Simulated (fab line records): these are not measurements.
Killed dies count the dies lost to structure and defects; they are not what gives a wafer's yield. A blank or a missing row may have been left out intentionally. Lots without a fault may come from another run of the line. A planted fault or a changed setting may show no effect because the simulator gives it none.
Which tool is to blame? | flow n5 finfet | 72 wafers from 24 lots sampled at 3 of the route's 1938 steps

## WHAT THE GAUGES READ, wafer by wafer
N5_FIN_SAQP_THK_MEAS_07. Usual: thk nm at 60.2 nm, with a standard deviation of 0.78.
lot  | measured    | on            | thk nm (nm)    | flag
L074 | day 1 23:38 | film metro-02 | 59.9 60.8 61.3 |
L075 | day 2 03:49 | film metro-02 | 60.3 60.9 60.9 |
L076 | day 2 09:35 | film metro-02 | 60.2 60.8 61.6 |
L077 | day 2 15:51 | film metro-01 | 60.2 59.4 60.4 |
L078 | day 2 21:41 | film metro-02 | 59.1 57.9 59.7 |
L079 | day 3 03:24 | film metro-02 | 60.2 61.3 61.7 |
L080 | day 3 09:15 | film metro-01 | 60.3 61.0 60.1 |
L081 | day 3 15:17 | film metro-01 | 59.3 59.3 59.9 |
L082 | day 3 21:16 | film metro-01 | 59.6 60.2 60.0 |
L083 | day 4 03:18 | film metro-01 | 58.8 59.8 60.2 |
L084 | day 4 10:06 | film metro-01 | 59.7 59.9 60.2 |
L085 | day 4 17:47 | film metro-01 | 58.4 60.1 59.6 |
L086 | day 4 22:14 | film metro-02 | 59.0 59.0 59.3 |
L087 | day 5 06:26 | film metro-01 | 59.2 59.0 60.1 |
L088 | day 5 11:27 | film metro-02 | 60.1 60.4 60.7 |
L089 | day 5 15:16 | film metro-01 | 60.3 60.7 61.1 |
L090 | day 5 22:14 | film metro-02 | 60.5 59.5 61.0 |
L091 | day 6 03:23 | film metro-01 | 61.0 61.8 61.1 |
L092 | day 6 09:01 | film metro-01 | 59.3 59.9 60.0 |
L093 | day 6 16:35 | film metro-01 | 59.9 59.9 60.0 |
L094 | day 6 21:25 | film metro-02 | 59.9 58.8 59.9 |
L095 | day 7 04:37 | film metro-01 | 59.7 61.7 61.2 |
L096 | day 7 09:12 | film metro-02 | 59.9 60.9 60.1 |
L097 | day 7 16:26 | film metro-01 | 59.3 60.0 60.2 |

N5_FIN_SAQP_CD_MEAS_16 targets a cd of 35.6 nm. Usual: cd nm at 35.5 nm, with a standard deviation of 0.32.
lot  | measured    | on        | cd nm (nm)     | flag
L074 | day 2 00:09 | cd sem-03 | 36.0 35.6 35.6 |
L075 | day 2 04:19 | cd sem-01 | 35.9 35.6 35.4 |
L076 | day 2 16:20 | cd sem-03 | 35.6 35.8 36.0 |
L077 | day 2 16:23 | cd sem-03 | 35.0 36.0 35.4 |
L078 | day 2 22:10 | cd sem-02 | 36.2 35.6 35.6 |
L079 | day 3 03:53 | cd sem-02 | 35.5 35.4 35.4 |
L080 | day 3 09:45 | cd sem-01 | 35.6 35.8 35.7 |
L081 | day 3 15:46 | cd sem-02 | 35.7 35.5 35.7 |
L082 | day 3 21:44 | cd sem-02 | 35.2 35.4 35.1 |
L083 | day 4 03:47 | cd sem-02 | 35.9 35.7 35.5 |
L084 | day 4 10:28 | cd sem-01 | 35.3 35.1 35.5 |
L085 | day 4 18:16 | cd sem-02 | 35.1 35.5 35.2 |
L086 | day 4 22:44 | cd sem-03 | 35.7 35.7 35.1 |
L087 | day 5 06:47 | cd sem-02 | 34.8 35.0 34.8 |
L088 | day 5 11:49 | cd sem-02 | 35.6 35.5 35.2 |
L089 | day 5 15:46 | cd sem-02 | 35.8 35.7 35.2 |
L090 | day 5 22:44 | cd sem-02 | 35.6 35.4 35.0 |
L091 | day 6 03:44 | cd sem-01 | 35.7 35.7 36.3 |
L092 | day 6 09:30 | cd sem-03 | 35.4 35.5 35.7 |
L093 | day 6 16:56 | cd sem-01 | 35.6 35.6 35.7 |
L094 | day 6 21:46 | cd sem-02 | 35.2 35.1 34.8 |
L095 | day 7 05:07 | cd sem-02 | 36.0 35.6 36.0 |
L096 | day 7 09:41 | cd sem-01 | 35.3 35.5 35.9 |
L097 | day 7 16:56 | cd sem-03 | 35.6 35.0 35.4 |

## WHAT TOOL EACH LOT RAN ON (gives the tool, then ch and the chambers of the sampled wafers, and finally the start)
lot  | N5_PMOS_HMC_CHANNEL_EPI_CMP_21
L074 | cmp-04 ch 1,2, day 1 21:30
L075 | cmp-03 ch 0,1, day 2 01:29
L076 | cmp-04 ch 0,1,2, day 2 07:49
L077 | cmp-01 ch 0,1,2, day 2 14:10
L078 | cmp-01 ch 0,1,3, day 2 20:04
L079 | cmp-01 ch 1,2, day 3 01:40
L080 | cmp-01 ch 1,2,3, day 3 07:32
L081 | cmp-03 ch 1,2,3, day 3 13:40
L082 | cmp-03 ch 0,2, day 3 19:31
L083 | cmp-03 ch 1,2, day 4 01:23
L084 | cmp-01 ch 1,3, day 4 08:00
L085 | cmp-04 ch 0,1,2, day 4 14:04
L086 | cmp-03 ch 0,1,2, day 4 19:56
L087 | cmp-03 ch 0,1,2, day 5 04:17
L088 | cmp-04 ch 0,2,3, day 5 09:49
L089 | cmp-04 ch 0,2, day 5 13:37
L090 | cmp-03 ch 1,2,3, day 5 20:31
L091 | cmp-03 ch 0,2, day 6 01:46
L092 | cmp-01 ch 0,1,2, day 6 07:13
L093 | cmp-04 ch 1,2,3, day 6 14:26
L094 | cmp-01 ch 1,2,3, day 6 19:31
L095 | cmp-01 ch 1,2, day 7 02:00
L096 | cmp-03 ch 1,2, day 7 07:35
L097 | cmp-01 ch 0,2, day 7 13:54
- N5_PMOS_HMC_CHANNEL_EPI_CMP_21: polishes SiGe30, target thk 54 nm.

## AS READ BY THE TOOLS THEMSELVES (means over the sampled wafers that have a number; for cases with no such wafer, the mark the record gives instead)
N5_PMOS_HMC_CHANNEL_EPI_CMP_21. Usual: motor current A at 12.2 A, with a standard deviation of 1.1.
lot  | tool   | motor current A (A) | flag
L074 | cmp-04 | 13.1                |
L075 | cmp-03 | 12.9                |
L076 | cmp-04 | 12.3                |
L077 | cmp-01 | 11.8                |
L078 | cmp-01 | 11.6                |
L079 | cmp-01 | 11.1                |
L080 | cmp-01 | 11.6                |
L081 | cmp-03 | 12.9                |
L082 | cmp-03 | 12.6                |
L083 | cmp-03 | 14.1                |
L084 | cmp-01 | 11.9                |
L085 | cmp-04 | 12.3                |
L086 | cmp-03 | 13.4                |
L087 | cmp-03 | 13.5                |
L088 | cmp-04 | 12.8                |
L089 | cmp-04 | 11.8                |
L090 | cmp-03 | 12.5                |
L091 | cmp-03 | 12.8                |
L092 | cmp-01 | 11.7                |
L093 | cmp-04 | 13.0                |
L094 | cmp-01 | 11.2                |
L095 | cmp-01 | 11.8                |
L096 | cmp-03 | 14.0                |
L097 | cmp-01 | 11.3                |

## THE ANSWER, worked out from the rows above alone
Rule: take the mean of a lot's wafers that have a number; if it is more than 3 standard deviations from the usual mean, the lot is off. A lot without any number at a reading at which 4 lots or more have one is off too. The other lots that the step has rows for count as sound. Order of review: gauges by route order, followed by the tools' own readings, for which a lot's mean as printed above is used. At the first step where some lot is off, the reading lying furthest off is the one used; lots without a number count as furthest.
No lot is off at any reading shown: from this, nothing can be told.

## WHAT WAS PUT IN BY THE SIMULATOR
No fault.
